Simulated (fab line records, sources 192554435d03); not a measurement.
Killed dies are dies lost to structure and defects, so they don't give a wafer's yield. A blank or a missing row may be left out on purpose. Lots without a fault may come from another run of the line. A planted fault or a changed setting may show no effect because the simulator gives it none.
A struck lot beside a sound one | flow n5_finfet | 40 steps out of a route of 1938
Sound: wafers L757.1, L757.2, L757.6. Struck: wafers L767.1, L767.6. The cause comes at the end.
At each step with rows: each side's tool, then ch and its chambers, then its first start. Under that, the readings that differ: sound wafers | struck wafers | difference of the means | sigmas: that difference in standard deviations of wafers without a fault.
alike: readings whose means differ by less than 2 such deviations, and words and numbers that are the same on both sides. not compared: withheld readings, readings that some wafer has no value for, bounds like >300 that may hide the same value, and numbers for which the record gives no deviation and whose values overlap.
The two part at a step that has a row with sigmas, a row that says differs or no value, or rows on one side only. Numbers that don't overlap but have no deviation are shown without sigmas and don't part them. A reading that every wafer of one side lacks parts them only if that side has two wafers or more.

first, 9 steps without rows for these wafers: N5_BEOL_M4_ANNEAL_95 (time 240 s); N5_BEOL_M4_SPUTTER_96 (material Cu, target thk 4.5 nm, time 8.29 s); N5_BEOL_M4_ECD_50 (material Cu, target thk 300 nm); N5_BEOL_M4_ANNEAL_51 (time 90 s); N5_BEOL_M4_CMP_52 (polishes, stops on SiOC, t overpolish 6.8 s, target thk 40 nm); N5_BEOL_M4_PRE_CLEAN_60 (time 15 s); N5_BEOL_M4_CO_CAP_55 (material Co, precursor CCTBA/H2, target thk 2 nm, time 102.1 s); N5_BEOL_M4_PRE_CLEAN_56 (time 15 s); N5_BEOL_M4_DEP_57 (deposits SiCN from 3MS/NH3, target thk 8 nm, time 14 s).
N5_BEOL_M4_RC_MEAS_101:
  sound on prober-01 ch 0, day 13 12:00; struck on prober-01 ch 0, day 14 17:59
  reading        | sound             | struck      | difference | sigmas
  IOFF_N (nA/um) | 0.209 0.190 0.214 | 0.147 0.166 | -0.048     | -2
  alike: DIBL_N, DIBL_P, IOFF_P, ION_N, ION_P, SS_N, SS_P, VT_N, VT_P
then, 24 steps without rows for these wafers: N5_BEOL_M5_ILD_DEP_00 (deposits SiCOH lowk from DEMS/porogen, target thk 140.64 nm, time 25.9 s); N5_BEOL_M5_CURE_79 (cures SiCOH lowk, time 240 s); N5_BEOL_M5_PECVD_70 (deposits SiO2 from TEOS/O2, target thk 16 nm, time 18 s); N5_BEOL_M5_HM_DEP_02 (deposits TiN, target thk 20 nm); N5_BEOL_M5_COAT_59 (time 60 s, resist thk 60 nm); N5_BEOL_M5_COAT_60 (time 60 s, resist thk 12 nm); N5_BEOL_M5_COAT_71 (time 60 s, resist thk 5 nm); N5_BEOL_M5_COAT_05 (resist thk 30 nm); N5_BEOL_M5_EBR_07; N5_BEOL_M5_SOFTBAKE_06 (time 60 s); N5_BEOL_M5_EXPOSE_08 (exposes mask M5, target cd 28 nm); N5_BEOL_M5_PEB_09 (peb time 60 s); N5_BEOL_M5_DEVELOP_10 (develop time 30 s); N5_BEOL_M5_DESCUM_16 (chemistry O2, time 7 s); N5_BEOL_M5_ETCH_72 (etches underlayer in N2/H2, target depth 6.5 nm, time 5.2 s); N5_BEOL_M5_ETCH_61 (etches SiARC in CF4, target depth 15.6 nm, time 26 s); N5_BEOL_M5_ETCH_62 (etches SOC in N2/H2, target depth 75 nm, overetch 15 nm, time 112.5 s); N5_BEOL_M5_STRIP_63 (strips in N2/H2); N5_BEOL_M5_STRIP_73 (strips in N2/H2); N5_BEOL_M5_STRIP_64 (strips in CF4); N5_BEOL_M5_HM_OPEN_17 (chemistry Cl2/BCl3, target TiN, target depth 20 nm, overetch 6 nm); N5_BEOL_M5_STRIP_19 (strips in O2); N5_BEOL_M5_COAT_65 (time 60 s, resist thk 60 nm); N5_BEOL_M5_COAT_66 (time 60 s, resist thk 12 nm).
N5_BEOL_M6_ETCH_62: etches SOC in N2/H2, target depth 110 nm, overetch 22 nm, time 165 s.
  sound on rie_diel-05 ch 0,1, day 14 04:59; struck on rie_diel-01 ch 1,2, day 15 08:31
  reading                                    | sound          | struck      | difference | sigmas
  model.etch.depth_nm (nm)                   | 100 100.2 100  | 86.95 85.44 | -13.87     |
  model.SiARC_of_BEOL_M6_COAT_60.thk_nm (nm) | 28.4 28.2 28.4 | 30.6 30.8   | +2.4       |
  model.BEOL_M6.cd_offset_nm (nm)            | 0.2 0.2 -0.2   | -0.8 -0.6   | -0.8       |
  alike: drypump_motor_current_A, n2_flow_sccm, oes_product_au, rf_vpp_V, showerhead_plenum_p_Torr, throttle_valve_pct
  not compared: rf_hours_counter_h
N5_BEOL_M6_HM_OPEN_17: chemistry Cl2/BCl3, target TiN, target depth 20 nm, overetch 6 nm.
  sound on rie_metal-01 ch 1, day 14 05:11; struck on rie_metal-01 ch 0,1, day 15 08:42
  reading                         | sound             | struck      | difference | sigmas
  oes_product_au (a.u.)           | 0.70 0.70 0.70    | 0.32 0.36   | -0.36      | -5
  throttle_valve_pct (%)          | 21.81 21.79 21.79 | 22.43 22.36 | +0.60      | +2
  model.BEOL_M6.cd_offset_nm (nm) | 0 0 -0.2          | -1 -0.4     | -1         |
  alike: drypump_motor_current_A, mfc_ar_sccm
  not compared: rf_hours_counter_h
N5_BEOL_M6_CD_MEAS_18: pitch 80 nm, target cd 40 nm.
  sound on cd_sem-03, day 14 05:27; struck on cd_sem-02, day 15 08:53
  reading    | sound          | struck | difference                    | sigmas
  cd_nm (nm) | 40.2 39.8 39.8 | - -    | no value on the struck wafers |
N5_BEOL_M6_VIA_ETCH_34: etches SiCOH lowk in C4F6/O2, target depth 126.3 nm, time 50.9 s.
  sound on rie_diel-01 ch 0,1,3, day 14 06:52; struck on rie_diel-01 ch 0,1, day 15 09:58
  reading               | sound          | struck    | difference | sigmas
  oes_product_au (a.u.) | 0.72 0.72 0.80 | 0.27 0.30 | -0.46      | -7
  alike: drypump_motor_current_A, mfc_ar_sccm, rf_vpp_V, showerhead_plenum_p_Torr, throttle_valve_pct
  not compared: rf_hours_counter_h
N5_BEOL_M6_OCD_MEAS_38:
  sound on ocd-02, day 14 07:07; struck on ocd-02, day 15 10:13
  reading              | sound          | struck | difference                    | sigmas
  trench_depth_nm (nm) | 94.3 94.9 95.1 | - -    | no value on the struck wafers |
-- the record jumps here: 4 days lie between the struck wafers' starts before and after (it left off in module BEOL_M6 and takes up again in module PASSIVATION, whose first step shown is number 1936 of the route) --
N5_PASSIVATION_PROBE_49:
  the record has rows for the struck wafers here (prober-01, day 18 22:50) and none for the sound ones

WHERE THEY PART
First at N5_BEOL_M4_RC_MEAS_101; last, within this record, at N5_PASSIVATION_PROBE_49.

WHY: what the simulator had put in
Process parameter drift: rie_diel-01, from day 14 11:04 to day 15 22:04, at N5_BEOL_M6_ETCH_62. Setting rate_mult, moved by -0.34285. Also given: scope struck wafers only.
